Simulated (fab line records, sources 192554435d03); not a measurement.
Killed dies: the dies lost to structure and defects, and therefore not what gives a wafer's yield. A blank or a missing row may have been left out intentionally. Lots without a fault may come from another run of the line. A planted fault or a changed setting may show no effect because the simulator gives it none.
Chamber matching | flow n5Finfet | N5_BEOL_M12_ILD_DEP_00 on pecvd-01 has 3 sister chambers
The step deposits SiOC from DEMS/O2, target thk 658.92 nm, time 130.7 s. 20 wafers are shown with their chamber, then 10 later ones without.

== EACH WAFER AND ITS CHAMBER ==
wafer  | chamber | throttleValvePct (%) | heaterPowerW (W) | showerheadPlenumPTorr (Torr)
L074.2 | 0       | 11.4                 | 465              | 5.674
L074.3 | 1       | 12.1                 | 358              | 5.689
L074.4 | 1       | 12.3                 | 399              | 5.681
L076.2 | 0       | 11.2                 | 473              | 5.677
L076.3 | 2       | 11.8                 | 394              | 5.698
L076.5 | 2       | 11.9                 | 395              | 5.685
L079.2 | 2       | 11.9                 | 382              | 5.690
L079.5 | 0       | 11.2                 | 439              | 5.674
L079.6 | 2       | 12.0                 | 404              | 5.678
L083.2 | 1       | 12.3                 | 424              | 5.695
L083.3 | 2       | 12.0                 | 334              | 5.691
L083.6 | 2       | 12.2                 | 349              | 5.701
L081.3 | 1       | 12.3                 | 392              | 5.694
L081.5 | 1       | 12.2                 | 422              | 5.689
L081.6 | 2       | 11.9                 | 393              | 5.693
L082.2 | 0       | 11.2                 | 444              | 5.666
L082.4 | 1       | 12.4                 | 338              | 5.673
L082.5 | 0       | 11.2                 | 469              | 5.683
L085.1 | 0       | 11.2                 | 397              | 5.681
L085.2 | 2       | 12.0                 | 405              | 5.680

SIGNATURES (means of the wafers above)
reading               | chamber 0 | chamber 1 | chamber 2 | scatter within a chamber
throttleValvePct      | 11.233    | 12.267    | 11.963    | 0.104
heaterPowerW          | 447.83    | 388.83    | 382.00    | 29.6
showerheadPlenumPTorr | 5.67583   | 5.68683   | 5.68950   | 0.00766
Rule: a wafer lies at a distance from a chamber equal to the root of the sum of squares, over the readings, of (its reading less the chamber's mean, divided by the reading's scatter). If the next closest chamber is less than 2 further off than the closest, the wafer can't be placed; otherwise it belongs to the closest. How the scatter is found: for the shown wafers, subtract from each reading the mean of its chamber, square and add these, divide the total by (wafers less chambers), then take the root.

== WAFERS WITHOUT THEIR CHAMBER ==
wafer  | throttleValvePct (%) | heaterPowerW (W) | showerheadPlenumPTorr (Torr)
L085.3 | 12.2                 | 408              | 5.698
L093.1 | 12.0                 | 400              | 5.689
L093.3 | 12.3                 | 411              | 5.693
L093.6 | 11.1                 | 464              | 5.680
L094.1 | 11.3                 | 416              | 5.677
L094.2 | 12.3                 | 378              | 5.695
L094.3 | 12.0                 | 409              | 5.685
L096.4 | 12.4                 | 342              | 5.707
L096.5 | 12.0                 | 400              | 5.697
L096.6 | 11.1                 | 460              | 5.685

== WHICH CHAMBER EACH ONE RAN IN ==
wafer  | from the rows above     | in truth
L085.3 | can't be placed: 1 or 2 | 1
L093.1 | can't be placed: 2 or 1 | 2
L093.3 | 1                       | 1
L093.6 | 0                       | 0
L094.1 | 0                       | 0
L094.2 | 1                       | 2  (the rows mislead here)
L094.3 | can't be placed: 2 or 1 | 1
L096.4 | can't be placed: 1 or 2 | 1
L096.5 | can't be placed: 2 or 1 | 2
L096.6 | 0                       | 0
Correctly placed: 4 of 10. Can't be placed from these rows: 5 (the true chamber is among the candidates in 5). Number placed wrongly: 1.
